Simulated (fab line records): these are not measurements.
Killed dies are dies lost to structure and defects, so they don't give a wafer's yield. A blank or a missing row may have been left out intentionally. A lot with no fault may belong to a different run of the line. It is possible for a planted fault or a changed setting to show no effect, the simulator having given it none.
fab line records + flow nandHarc
record
- lots=6
- wafers=18
- lastDay=33
route steps=1302 shown A_CONTACT@1004 END@1302
lots with no fault: from the same line, run without faults
startH: hours from the record's first day to the start of the lot's first wafer shown + waitH: time in hours since the lot's previous step + " unchanged from the row above + L1.1+2: several wafers, shown together as one row + - value missing, or start not given + * or withheld: withheld + < > ~ a bound
route shown NAME@n: names a module that has steps shown in the file, with the first one's number in the route + usual: the fault-free wafers' mean and standard deviation + same: alike in all rows + chamber/n: place in a boat + sites: each site's reading + _std_site: the standard deviation of these + _edge_site: mean of outer sites minus mean of inner sites + radiusMm: for every site, how far away it sits from the centre of the wafer + mask NAME#n: copy n + behind: the most recent tool/chamber to have shaped the wafer + hold: what put the lot on hold/how long, in hours/how the hold closed + device: which transistor (n, p or np) failed to switch + end of line: the route-end tests of the same wafers + where a step has no rows: the recipe by itself + killed: not the wafer's yield, but the dies lost to structure and defects at the first sort + map: dies across one wafer; x = killed, . = not, _ = none there
set.NAME: setting as actually run; set.NAME@STEP: the setting as run at that earlier step + model.NAME: the simulator's own value behind a step, which no gauge read
a table for each step, a row for each wafer; lots at some steps of the route
services: from which hour (startH, from the record's first day; less than 0 if before it) a tool's chamber was out of use, for how many hours, and why
## steps
# step NHARC_A_CONTACT_ETCH_51
# recipe
- targetDepthA=70000
- overEtchFrac=0.3
- timeS=1820
- ionEnergyEv=150
- o2FlowSccm=400
- cosFlowSccm=20
- arFlowSccm=0
- rfW=500
- biasW=300
- chemistry=O2/COS
# step NHARC_A_CONTACT_ETCH_111
# recipe
- sourceW=withheld
- pressureMtorr=20
- biasV=withheld
- timeS=140
- targetDepthA=7000
- arFlowSccm=withheld
- c4f8FlowSccm=withheld
- o2FlowSccm=withheld
- chemistry=C4F8/O2/Ar
# step NHARC_A_CONTACT_ETCH_112
# recipe
- sourceW=withheld
- pressureMtorr=20
- biasV=3000
- timeS=190
- targetDepthA=18500
- arFlowSccm=withheld
- c4f8FlowSccm=withheld
- o2FlowSccm=withheld
- chemistry=C4F8/O2/Ar
| lot.wafer | tool          | chamber | startH | waitH | rfHoursCounterH |
|-----------|---------------|---------|--------|-------|-----------------|
| L381.2    | harCapEtch-03 | 1       | 505.29 | 0.2   | 40              |
| L381.1    | "             | 0       | "      | "     | 40              |
| L381.4    | "             | 1       | "      | "     | -               |
| L387.1    | harCapEtch-03 | 0       | 574.43 | 0.2   | 53              |
| L387.3    | "             | 1       | "      | "     | -               |
| L387.6    | "             | 1       | "      | "     | -               |
| L389.2    | harCapEtch-03 | 0       | 581.79 | 0.2   | 56              |
| L389.1    | "             | 1       | "      | "     | 56              |
| L389.5    | "             | 0       | "      | "     | -               |
| L394.1    | harCapEtch-02 | 1       | 629.95 | 0.2   | 104             |
| L394.6    | "             | 0       | "      | "     | -               |
| L394.5    | "             | 1       | "      | "     | -               |
| L396.1    | harCapEtch-03 | 1       | 654.30 | 0.2   | 71              |
| L396.2    | "             | 0       | "      | "     | 71              |
| L396.6    | "             | 1       | "      | "     | -               |
| L401.1    | harCapEtch-03 | 1       | 707.81 | 0.2   | 81              |
| L401.3    | "             | 1       | "      | "     | -               |
| L401.6    | "             | 1       | "      | "     | -               |
# step NHARC_A_CONTACT_ETCH_113
# recipe
- sourceW=withheld
- pressureMtorr=20
- biasV=3000
- timeS=190
- targetDepthA=18500
- arFlowSccm=withheld
- c4f8FlowSccm=withheld
- o2FlowSccm=withheld
- chemistry=C4F8/O2/Ar
# step NHARC_A_CONTACT_ETCH_114
# recipe
- sourceW=withheld
- pressureMtorr=20
- biasV=3000
- timeS=190
- targetDepthA=18500
- arFlowSccm=withheld
- c4f8FlowSccm=withheld
- o2FlowSccm=withheld
- chemistry=C4F8/O2/Ar
# step NHARC_A_CONTACT_ETCH_115
# recipe
- sourceW=withheld
- pressureMtorr=20
- biasV=3000
- timeS=190
- targetDepthA=18500
- arFlowSccm=withheld
- c4f8FlowSccm=withheld
- o2FlowSccm=withheld
- chemistry=C4F8/O2/Ar
# step NHARC_A_CONTACT_ETCH_116
# recipe
- sourceW=withheld
- pressureMtorr=20
- biasV=3000
- timeS=190
- targetDepthA=18500
- arFlowSccm=withheld
- c4f8FlowSccm=withheld
- o2FlowSccm=withheld
- chemistry=C4F8/O2/Ar
# step NHARC_A_CONTACT_ETCH_117
# recipe
- sourceW=withheld
- pressureMtorr=20
- biasV=3000
- timeS=190
- targetDepthA=18500
- arFlowSccm=withheld
- c4f8FlowSccm=withheld
- o2FlowSccm=withheld
- chemistry=C4F8/O2/Ar
| lot.wafer | tool          | chamber | startH | waitH | rfHoursCounterH |
|-----------|---------------|---------|--------|-------|-----------------|
| L381.2    | harCapEtch-03 | 1       | 506.14 | 0.1   | 41              |
| L381.1    | "             | 0       | "      | "     | 41              |
| L381.4    | "             | 1       | "      | "     | -               |
| L387.1    | harCapEtch-03 | 0       | 575.28 | 0.1   | 54              |
| L387.3    | "             | 1       | "      | "     | -               |
| L387.6    | "             | 1       | "      | "     | -               |
| L389.2    | harCapEtch-03 | 0       | 582.64 | 0.1   | 56              |
| L389.1    | "             | 1       | "      | "     | 56              |
| L389.5    | "             | 0       | "      | "     | -               |
| L394.1    | harCapEtch-02 | 1       | 630.81 | 0.1   | 105             |
| L394.6    | "             | 0       | "      | "     | -               |
| L394.5    | "             | 1       | "      | "     | -               |
| L396.1    | harCapEtch-03 | 1       | 655.15 | 0.1   | 72              |
| L396.2    | "             | 0       | "      | "     | 72              |
| L396.6    | "             | 1       | "      | "     | -               |
| L401.1    | harCapEtch-03 | 1       | 708.66 | 0.1   | 82              |
| L401.3    | "             | 1       | "      | "     | -               |
| L401.6    | "             | 1       | "      | "     | -               |
# step NHARC_A_CONTACT_ETCH_118
# recipe
- sourceW=withheld
- pressureMtorr=20
- biasV=3000
- timeS=190
- targetDepthA=18500
- arFlowSccm=withheld
- c4f8FlowSccm=withheld
- o2FlowSccm=withheld
- chemistry=C4F8/O2/Ar
| lot.wafer | tool          | chamber | startH | waitH | rfHoursCounterH |
|-----------|---------------|---------|--------|-------|-----------------|
| L381.2    | harCapEtch-03 | 1       | 506.32 | 0.1   | 41              |
| L381.1    | "             | 0       | "      | "     | 41              |
| L381.4    | "             | 1       | "      | "     | -               |
| L387.1    | harCapEtch-03 | 0       | 575.45 | 0.1   | 54              |
| L387.3    | "             | 1       | "      | "     | -               |
| L387.6    | "             | 1       | "      | "     | -               |
| L389.2    | harCapEtch-03 | 0       | 582.81 | 0.1   | 56              |
| L389.1    | "             | 1       | "      | "     | 56              |
| L389.5    | "             | 0       | "      | "     | -               |
| L394.1    | harCapEtch-02 | 1       | 630.98 | 0.1   | 105             |
| L394.6    | "             | 0       | "      | "     | -               |
| L394.5    | "             | 1       | "      | "     | -               |
| L396.1    | harCapEtch-03 | 1       | 655.31 | 0.1   | 72              |
| L396.2    | "             | 0       | "      | "     | 72              |
| L396.6    | "             | 1       | "      | "     | -               |
| L401.1    | harCapEtch-03 | 1       | 708.83 | 0.1   | 82              |
| L401.3    | "             | 1       | "      | "     | -               |
| L401.6    | "             | 1       | "      | "     | -               |
# step NHARC_A_CONTACT_ETCH_119
# recipe
- sourceW=withheld
- pressureMtorr=20
- biasV=3000
- timeS=190
- targetDepthA=18500
- arFlowSccm=withheld
- c4f8FlowSccm=withheld
- o2FlowSccm=withheld
- chemistry=C4F8/O2/Ar
# step NHARC_A_CONTACT_ETCH_120
# recipe
- sourceW=withheld
- pressureMtorr=20
- biasV=3000
- timeS=190
- targetDepthA=18500
- arFlowSccm=withheld
- c4f8FlowSccm=withheld
- o2FlowSccm=withheld
- chemistry=C4F8/O2/Ar
# step NHARC_A_CONTACT_ETCH_121
# recipe
- sourceW=withheld
- pressureMtorr=20
- biasV=3000
- timeS=190
- targetDepthA=18500
- arFlowSccm=withheld
- c4f8FlowSccm=withheld
- o2FlowSccm=withheld
- chemistry=C4F8/O2/Ar
# step NHARC_A_CONTACT_ETCH_122
# recipe
- sourceW=withheld
- pressureMtorr=20
- biasV=3000
- timeS=190
- targetDepthA=18500
- arFlowSccm=withheld
- c4f8FlowSccm=withheld
- o2FlowSccm=withheld
- chemistry=C4F8/O2/Ar
| lot.wafer | tool          | chamber | startH | waitH | rfHoursCounterH |
|-----------|---------------|---------|--------|-------|-----------------|
| L381.2    | harCapEtch-03 | 1       | 507.00 | 0.1   | 42              |
| L381.1    | "             | 0       | "      | "     | 42              |
| L381.4    | "             | 1       | "      | "     | -               |
| L387.1    | harCapEtch-03 | 0       | 576.13 | 0.1   | 55              |
| L387.3    | "             | 1       | "      | "     | -               |
| L387.6    | "             | 1       | "      | "     | -               |
| L389.2    | harCapEtch-03 | 0       | 583.50 | 0.1   | 57              |
| L389.1    | "             | 1       | "      | "     | 57              |
| L389.5    | "             | 0       | "      | "     | -               |
| L394.1    | harCapEtch-02 | 1       | 631.66 | 0.1   | 106             |
| L394.6    | "             | 0       | "      | "     | -               |
| L394.5    | "             | 1       | "      | "     | -               |
| L396.1    | harCapEtch-03 | 1       | 656.00 | 0.1   | 72              |
| L396.2    | "             | 0       | "      | "     | 72              |
| L396.6    | "             | 1       | "      | "     | -               |
| L401.1    | harCapEtch-03 | 1       | 709.51 | 0.1   | 82              |
| L401.3    | "             | 1       | "      | "     | -               |
| L401.6    | "             | 1       | "      | "     | -               |
# step NHARC_A_CONTACT_ETCH_123
# recipe
- sourceW=withheld
- pressureMtorr=20
- biasV=400
- timeS=490
- targetDepthA=21100
- arFlowSccm=withheld
- c4f8FlowSccm=11.5
- o2FlowSccm=7.2
- chemistry=C4F8/O2/Ar
# step NHARC_A_CONTACT_ETCH_90
# recipe
- targetDepthA=400
- overEtchFrac=0.5
- timeS=85.7
- ionEnergyEv=120
- ch3fFlowSccm=50
- o2FlowSccm=30
- arFlowSccm=200
- rfW=500
- biasW=100
- chemistry=CH3F/O2
# usual
- drypumpMotorCurrentA=5.8/0.53
- oesProductAu=0.96/0.039
- rfVppV=243.9/1.8
- showerheadPlenumPTorr=2.42/0.12
- throttleValvePct=20.663/0.009
| lot.wafer | tool       | chamber | startH | waitH | drypumpMotorCurrentA | oesProductAu | rfHoursCounterH | rfVppV | showerheadPlenumPTorr | throttleValvePct |
|-----------|------------|---------|--------|-------|----------------------|--------------|-----------------|--------|-----------------------|------------------|
| L381.4    | rieDiel-13 | 3       | 508.15 | 0.7   | 5.2                  | 1.02         | 25              | 241.9  | 2.34                  | 20.683           |
| L381.2    | "          | 1       | "      | "     | 5.2                  | 1.00         | 26              | 241.9  | 2.30                  | 20.660           |
| L381.1    | "          | 2       | "      | "     | 5.9                  | 1.00         | 26              | 242.2  | 2.33                  | 20.671           |
| L387.1    | rieDiel-10 | 2       | 577.31 | 0.9   | 5.5                  | 0.93         | 48              | 246.6  | 2.64                  | 20.654           |
| L387.3    | "          | 3       | "      | "     | 6.2                  | 0.92         | 47              | 244.9  | 2.47                  | 20.665           |
| L387.6    | "          | 1       | "      | "     | 6.1                  | 0.91         | -               | 242.9  | 2.37                  | 20.664           |
| L389.2    | rieDiel-13 | 0       | 584.64 | 0.9   | 6.5                  | 0.94         | 10              | 246.0  | 2.60                  | 20.659           |
| L389.1    | "          | 2       | "      | "     | 5.9                  | 0.92         | 10              | 243.6  | 2.32                  | 20.658           |
| L389.5    | "          | 0       | "      | "     | 6.5                  | 0.93         | -               | 245.4  | 2.60                  | 20.657           |
| L394.1    | rieDiel-11 | 0       | 632.83 | 0.8   | 5.3                  | 0.94         | 3               | 247.1  | 2.58                  | 20.647           |
| L394.5    | "          | 1       | "      | "     | 6.4                  | 0.93         | -               | 246.1  | 2.48                  | 20.661           |
| L394.6    | "          | 2       | "      | "     | 5.5                  | 0.94         | -               | 241.4  | 2.33                  | 20.670           |
| L396.1    | rieDiel-13 | 3       | 657.16 | 0.9   | 5.2                  | 0.92         | 27              | 241.6  | 2.32                  | 20.650           |
| L396.2    | "          | 0       | "      | "     | 6.5                  | 0.92         | 24              | 246.7  | 2.60                  | 20.668           |
| L396.6    | "          | 0       | "      | "     | 6.5                  | 0.92         | -               | 244.4  | 2.60                  | 20.665           |
| L401.3    | rieDiel-13 | 0       | 710.66 | 0.7   | 6.5                  | 1.00         | 1               | 245.6  | 2.59                  | 20.668           |
| L401.1    | "          | 1       | "      | "     | 5.2                  | 1.00         | 1               | 243.2  | 2.29                  | 20.659           |
| L401.6    | "          | 1       | "      | "     | 5.1                  | 0.99         | -               | 242.6  | 2.29                  | 20.666           |
# step NHARC_A_CONTACT_ETCH_96
# recipe
- targetDepthA=200
- overEtchFrac=0.5
- timeS=10
- ionEnergyEv=250
- c4f6FlowSccm=25
- o2FlowSccm=20
- arFlowSccm=500
- rfW=600
- biasW=500
- chemistry=C4F6/O2
# step NHARC_A_CONTACT_CD_MEAS_53
# usual
- cdNm=289.8/0.91
| lot.wafer | tool     | chamber | startH | waitH | cdNm  |
|-----------|----------|---------|--------|-------|-------|
| L381.1    | cdSem-03 | -       | 508.36 | -     | 289.6 |
| L381.2    | "        | -       | "      | "     | 289.4 |
| L381.4    | "        | -       | "      | "     | 290.2 |
| L387.1    | cdSem-02 | -       | 577.54 | -     | 289.3 |
| L387.3    | "        | -       | "      | "     | 289.3 |
| L387.6    | "        | -       | "      | "     | 288.8 |
| L389.1    | cdSem-02 | -       | 584.86 | -     | 288.2 |
| L389.2    | "        | -       | "      | "     | 288.2 |
| L389.5    | "        | -       | "      | "     | 287.9 |
| L394.1    | cdSem-03 | -       | 633.00 | -     | 289.5 |
| L394.5    | "        | -       | "      | "     | 289.8 |
| L394.6    | "        | -       | "      | "     | 289.6 |
| L396.1    | cdSem-02 | -       | 657.39 | -     | 289.6 |
| L396.2    | "        | -       | "      | "     | 289.7 |
| L396.6    | "        | -       | "      | "     | 289.8 |
| L401.1    | cdSem-02 | -       | 710.88 | -     | 290.2 |
| L401.3    | "        | -       | "      | "     | 289.9 |
| L401.6    | "        | -       | "      | "     | 290.7 |
# step NHARC_A_CONTACT_STRIP_99
# recipe
- n2FlowSccm=150
- h2FlowSccm=150
- arFlowSccm=0
- biasW=0
- chemistry=N2/H2
# step NHARC_A_CONTACT_STRIP_100
# recipe
- cf4FlowSccm=100
- chf3FlowSccm=30
- arFlowSccm=0
- biasW=0
- chemistry=CF4/CHF3
# step NHARC_A_CONTACT_STRIP_101
# recipe
- o2FlowSccm=400
- cosFlowSccm=20
- arFlowSccm=0
- biasW=0
- chemistry=O2/COS
# step NHARC_A_CONTACT_ETCH_102
# recipe
- targetDepthA=1000
- overetchA=100
- timeS=55
- ionEnergyEv=100
- cf4FlowSccm=80
- o2FlowSccm=20
- arFlowSccm=0
- rfW=300
- biasW=100
- chemistry=CF4/O2
# step NHARC_A_CONTACT_STRIP_55
# recipe
- o2FlowSccm=500
- arFlowSccm=0
- biasW=0
- chemistry=O2
# step NHARC_A_CONTACT_STRIP_56
# recipe
- timeS=600
- tempC=30
- chemistry=postEtchResidueRemover
# step NHARC_A_CONTACT_DEP_57
# recipe
- targetThkA=53000
- tempC=400
- material=aC
# step NHARC_A_CONTACT_DEP_58
# recipe
- targetThkA=900
- targetThkNm=90
- tempC=400
- pressureTorr=3.5
- flowSccm=200
- rfW=350
- material=SiON
# step NHARC_A_CONTACT_DEHYDRATE_59
# recipe
- tempC=150
- timeS=120
# step NHARC_A_CONTACT_HMDS_60
# recipe
- timeS=30
# step NHARC_A_CONTACT_COAT_61
# recipe
- tempC=260
- timeS=75
# step NHARC_A_CONTACT_COAT_62
# recipe
- tempC=225
- timeS=65
# step NHARC_A_CONTACT_COAT_63
# recipe
- spinRpm=1500
- resistThkNm=90
# step NHARC_A_CONTACT_SOFTBAKE_64
# recipe
- tempC=105
- timeS=55
# step NHARC_A_CONTACT_EBR_65
# step NHARC_A_CONTACT_EXPOSE_66
# recipe
- na=1.35
- sigmaOuter=0.8
- doseMj=59.02
- maskId=A_CC_2
# step NHARC_A_CONTACT_PEB_67
# recipe
- pebTempC=100
- pebTimeS=65
# step NHARC_A_CONTACT_DEVELOP_68
# recipe
- developTimeS=35
- devTempC=23
# step NHARC_A_CONTACT_CD_MEAS_69
# recipe
- targetCdNm=300
- landingEnergyEv=500
# usual
- cdNm=299.8/0.66
| lot.wafer | tool     | chamber | startH | waitH | cdNm  |
|-----------|----------|---------|--------|-------|-------|
| L381.1    | cdSem-02 | 0       | 513.25 | -     | 300.9 |
| L381.2    | "        | 0       | "      | "     | 300.2 |
| L381.4    | "        | 0       | "      | "     | 300.8 |
| L387.1    | cdSem-01 | 0       | 584.31 | -     | 299.1 |
| L387.3    | "        | 0       | "      | "     | 299.6 |
| L387.6    | "        | 0       | "      | "     | 299.3 |
| L389.1    | cdSem-03 | 0       | 589.97 | -     | 298.6 |
| L389.2    | "        | 0       | "      | "     | 299.9 |
| L389.5    | "        | 0       | "      | "     | 298.8 |
| L394.1    | cdSem-03 | 0       | 638.56 | -     | 299.5 |
| L394.5    | "        | 0       | "      | "     | 299.4 |
| L394.6    | "        | 0       | "      | "     | 299.1 |
| L396.1    | cdSem-03 | 0       | 662.67 | -     | 298.8 |
| L396.2    | "        | 0       | "      | "     | 298.7 |
| L396.6    | "        | 0       | "      | "     | 299.4 |
| L401.1    | cdSem-03 | 0       | 716.80 | -     | 299.2 |
| L401.3    | "        | 0       | "      | "     | 299.5 |
| L401.6    | "        | 0       | "      | "     | 299.4 |
# step NHARC_A_CONTACT_OVL_MEAS_70
# usual
- overlayXNm=0.1/0.66
- overlayYNm=-0.2/0.9
| lot.wafer | tool       | chamber | startH | waitH | overlayXNm | overlayYNm |
|-----------|------------|---------|--------|-------|------------|------------|
| L381.1    | overlay-01 | -       | 513.34 | -     | 0.4        | -1.3       |
| L381.2    | "          | -       | "      | "     | 0.2        | -1.3       |
| L381.4    | "          | -       | "      | "     | 0.0        | -0.9       |
| L387.1    | overlay-02 | -       | 584.40 | -     | 0.3        | 0.9        |
| L387.3    | "          | -       | "      | "     | 0.2        | 0.9        |
| L387.6    | "          | -       | "      | "     | -0.1       | 1.0        |
| L389.1    | overlay-02 | -       | 590.06 | -     | 0.5        | 0.3        |
| L389.2    | "          | -       | "      | "     | 0.3        | 0.7        |
| L389.5    | "          | -       | "      | "     | 0.9        | 0.2        |
| L394.1    | overlay-02 | -       | 638.65 | -     | -0.1       | 0.9        |
| L394.5    | "          | -       | "      | "     | 0.1        | 0.4        |
| L394.6    | "          | -       | "      | "     | -0.1       | 0.9        |
| L396.1    | overlay-01 | -       | 662.76 | -     | -0.4       | -1.3       |
| L396.2    | "          | -       | "      | "     | -0.5       | -0.9       |
| L396.6    | "          | -       | "      | "     | -0.8       | -0.3       |
| L401.1    | overlay-02 | -       | 716.89 | -     | -0.1       | -0.3       |
| L401.3    | "          | -       | "      | "     | 0.1        | -0.6       |
| L401.6    | "          | -       | "      | "     | 0.0        | -1.0       |
# step NHARC_A_CONTACT_DESCUM_74
# recipe
- timeS=3
- o2FlowSccm=200
- arFlowSccm=0
- biasPowerW=0
- chemistry=O2
# usual
- drypumpMotorCurrentA=5.8/0.52
- oesProductAu=1.002/0.01
- rfVppV=57.6/1
- showerheadPlenumPTorr=1.88/0.1
- throttleValvePct=11.311/0.0096
| lot.wafer | tool       | chamber | startH | waitH | drypumpMotorCurrentA | oesProductAu | rfHoursCounterH | rfVppV | showerheadPlenumPTorr | throttleValvePct |
|-----------|------------|---------|--------|-------|----------------------|--------------|-----------------|--------|-----------------------|------------------|
| L381.1    | rieDiel-10 | 1       | 513.43 | 0.1   | 6.1                  | 0.999        | 27              | 55.3   | 1.85                  | 11.322           |
| L381.2    | "          | 3       | "      | "     | 6.2                  | 1.009        | 22              | 55.8   | 1.93                  | 11.307           |
| L381.4    | "          | 0       | "      | "     | 6.3                  | 1.016        | 23              | 56.6   | 1.88                  | 11.302           |
| L387.1    | rieDiel-11 | 1       | 584.49 | 0.1   | 6.4                  | 1.009        | 44              | 57.2   | 1.94                  | 11.305           |
| L387.3    | "          | 3       | "      | "     | 6.3                  | 0.992        | 42              | 58.3   | 1.95                  | 11.313           |
| L387.6    | "          | 1       | "      | "     | 6.4                  | 1.026        | -               | 57.6   | 1.94                  | 11.327           |
| L389.1    | rieDiel-10 | 2       | 590.17 | 0.1   | 5.5                  | 1.013        | 50              | 56.6   | 2.06                  | 11.314           |
| L389.2    | "          | 3       | "      | "     | 6.2                  | 1.006        | 50              | 58.4   | 1.92                  | 11.307           |
| L389.5    | "          | 1       | "      | "     | 6.1                  | 0.988        | -               | 57.0   | 1.84                  | 11.323           |
| L394.1    | rieDiel-13 | 2       | 638.76 | 0.1   | 5.9                  | 0.992        | 22              | 56.9   | 1.80                  | 11.308           |
| L394.6    | "          | 1       | "      | "     | 5.2                  | 0.992        | -               | 57.6   | 1.78                  | 11.307           |
| L394.5    | "          | 2       | "      | "     | 5.9                  | 0.981        | -               | 55.6   | 1.80                  | 11.306           |
| L396.1    | rieDiel-10 | 3       | 662.86 | 0.1   | 6.2                  | 1.022        | 16              | 58.0   | 1.91                  | 11.296           |
| L396.2    | "          | 2       | "      | "     | 5.5                  | 1.012        | 11              | 58.4   | 2.05                  | 11.295           |
| L396.6    | "          | 0       | "      | "     | 6.3                  | 1.009        | -               | 57.6   | 1.86                  | 11.319           |
| L401.3    | rieDiel-13 | 1       | 716.99 | 0.1   | 5.2                  | 0.995        | 3               | 56.2   | 1.78                  | 11.322           |
| L401.1    | "          | 2       | "      | "     | 5.9                  | 0.999        | 2               | 57.0   | 1.80                  | 11.331           |
| L401.6    | "          | 0       | "      | "     | 6.6                  | 1.006        | -               | 57.6   | 2.02                  | 11.318           |
# step NHARC_A_CONTACT_ETCH_75
# recipe
- targetDepthA=390
- overEtchFrac=0.3
- timeS=65
- ionEnergyEv=80
- cf4FlowSccm=150
- arFlowSccm=0
- rfW=300
- biasW=100
- chemistry=CF4
# step NHARC_A_CONTACT_ETCH_76
# recipe
- targetDepthA=2600
- overEtchFrac=0.3
- timeS=475.3
- ionEnergyEv=200
- n2FlowSccm=150
- h2FlowSccm=150
- arFlowSccm=0
- rfW=400
- biasW=150
- chemistry=N2/H2
# step NHARC_A_CONTACT_ETCH_77
# recipe
- targetDepthA=1089
- timeS=54.5
- cf4FlowSccm=100
- chf3FlowSccm=30
- arFlowSccm=0
- rfW=500
- biasW=200
- chemistry=CF4/CHF3
# step NHARC_END_SORT_01
# recipe
- tempC=25
# usual
- killedAtArray=53/20
- killedAtOther=1/1.2
- killedAtPeriphery=3.7/2.6
- killedDies=58/20
- killedOpen=3.5/1.8
- killedShort=2.4/1.7
# same
- grossDies=677
| lot.wafer | tool      | chamber | startH | waitH | killedAtArray | killedAtOther | killedAtPeriphery | killedDies | killedOpen | killedShort |
|-----------|-----------|---------|--------|-------|---------------|---------------|-------------------|------------|------------|-------------|
| L387.3    | prober-02 | 0       | 647.24 | 3.1   | 149           | 1             | 1                 | 151        | 6          | 0           |
| L387.6    | prober-02 | 0       | 649.60 | 3.9   | 162           | 0             | 0                 | 162        | 0          | 5           |
| L389.1    | prober-02 | 0       | 653.36 | 2.5   | 131           | 1             | 1                 | 133        | 1          | 2           |
# killed by level:class
L387.3 A_CONTACT:unspecified=82 A_CHANNEL_HOLE_D2:chamberFilmFlake=30 A_CHANNEL_HOLE_D1:chamberFilmFlake=26 A_CONTACT:chamberFilmFlake=4 A_CHANNEL_FILL_D1:geometricParticle:open=2 A_CHANNEL_FILL_D2:geometricParticle:open=2 A_STAIRCASE:chamberFilmFlake=2 P_M0:geometricParticle:open=1
L387.6 A_CONTACT:unspecified=81 A_CHANNEL_HOLE_D1:chamberFilmFlake=38 A_CHANNEL_HOLE_D2:chamberFilmFlake=31 A_ONON_D2:geometricParticle:short=4 A_CONTACT:chamberFilmFlake=2 A_STAIRCASE:chamberFilmFlake=2 A_CHANNEL_HOLE_D1:geometricParticle:short=1 A_SLIT:chamberFilmFlake=1
L389.1 A_CONTACT:unspecified=84 A_CHANNEL_HOLE_D1:chamberFilmFlake=32 A_CONTACT:chamberFilmFlake=5 A_DECK1_JOINT:chamberFilmFlake=3 A_ZERO_WELL:chamberFilmFlake=2 A_ONON_D2:geometricParticle:short=1 A_CHANNEL_HOLE_D2:geometricParticle:open=1 STARTING-WAFER:geometricParticle:short=1
# map L387.6 (x killed, . not)
____________.____________
_________......._________
_______..........._______
______.............______
_____..............._____
____........x.x......____
____........x.x.x....____
___.x....x.x.xxx.x....___
___........xxx.xx.....___
__...xxxxxx.xxx.x......__
__.xx.xx...xxxxxx......__
_...xxx.x.xx.xxx.x......_
_.x..xxx....xxxx........_
_....xxxx....x..x......._
_....xxx.x.x..xx........_
_.....xx................_
.....xx.x................
.....x.................x.
........x................
.........................
..................x......
_...............x.xxx.x._
_...............xxxxxxx._
_.....x.......x.xxxxxxx._
_.x....x.......xxxxxxxxx_
_...............xxxxxxxx_
__.............xxxxxxxx__
__.............xxxxxxxx__
___.............xxxxxx___
___............xxxxxxx___
____...........xxxxxx____
____............xxxxx____
_____...........xxxx_____
______.............______
_______.........x._______
_________......._________
____________.____________
# map L389.1 (x killed, . not)
____________.____________
_________......._________
_______..........._______
______.............______
_____.......x......._____
____.................____
____.......x.xx......____
___..........xxx......___
___.......xxxx........___
__..........xxx........__
__........xxxxx........__
_..........xxxxxx......._
_...........xxxx........_
_...........x.x........._
_..........x.x.x........_
_......x.........x......_
................x........
..............x..........
.........................
.........................
................xx.x.x...
_.........x.....x.xxxx.._
_.x.............xxxxxxx._
_...x....x......xxxxxxxx_
_...............xxxxxxxx_
_.....x......x.xxxxxxxxx_
__........x....xxxxxxxx__
__..............xxxxxxx__
___........x..xxxxxxxx___
___............xxxxxxx___
____............xxxxx____
____...........xxxxxx____
_____............xxx_____
______............x______
_______..........._______
_________...x..._________
____________.____________
## services
| tool          | chamber | startH | hours | kind      |
|---------------|---------|--------|-------|-----------|
| rieDiel-13    | 0       | 499.69 | -     | clean     |
| rieDiel-13    | 1       | 499.69 | -     | clean     |
| rieDiel-13    | 2       | 499.69 | -     | clean     |
| rieDiel-13    | 3       | 499.69 | -     | clean     |
| rieDiel-13    | 2       | 515.42 | 8.9   | repair    |
| rieDiel-13    | -       | 519.50 | 9.0   | pm        |
| rieDiel-13    | 0       | 519.50 | 9.0   | ventCycle |
| rieDiel-13    | 1       | 519.50 | 9.0   | ventCycle |
| rieDiel-13    | 3       | 519.50 | 9.0   | ventCycle |
| harCapEtch-03 | -       | 551.01 | 1.0   | repair    |
| rieDiel-13    | 0       | 581.21 | 2.0   | repair    |
| rieDiel-10    | 2       | 582.99 | 5.5   | repair    |
| rieDiel-10    | -       | 602.53 | 9.0   | pm        |
| rieDiel-11    | -       | 614.31 | 9.0   | pm        |
| rieDiel-10    | 2       | 621.33 | 14.7  | repair    |
| rieDiel-11    | 1       | 633.94 | 10.6  | repair    |
| rieDiel-13    | 2       | 656.08 | 23.4  | repair    |
| rieDiel-13    | 0       | 658.12 | 8.8   | repair    |
| rieDiel-13    | -       | 661.48 | 13.2  | repair    |
| harCapEtch-02 | -       | 680.07 | 1.0   | repair    |
| rieDiel-13    | -       | 681.11 | 1.4   | repair    |
| rieDiel-13    | -       | 696.50 | 9.0   | pm        |
| rieDiel-11    | 0       | 711.30 | 6.6   | repair    |
| harCapEtch-03 | -       | 716.22 | 0.6   | repair    |
## key
firstSign
- step=NHARC_END_SORT_01
- reading=killedAtArray
- direction=up
- sigmas=4.8
- usual=53
- struck=147
effect
- step=NHARC_END_SORT_01
- reading=killedDies
- direction=up
- sigmas=4.6
- usual=58
- struck=149
moreKillsBornAt
- NHARC_A_CONTACT_ETCH_122@harCapEtch-03=246
metAt NHARC_A_CONTACT_ETCH_122
struckWafers L387.3,L387.6,L389.1
testerLeftOut L387,L389
onsetBetween 507.00 576.13
fault
- kind=chamberParticleSource
- tool=harCapEtch-03
- chamber=1
- onsetH=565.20
- steps=NHARC_A_CONTACT_ETCH_122
- ratePerVisitCm2=1.9918
- endH=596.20
# testerLeftOut: of these lots the tester's yield and bins aren't shown, on N5 and GAA mostly nor the transistor test; their killed dies are dies lost to structure and defects alone, not to doping, threshold or leakage, so they don't give the yield
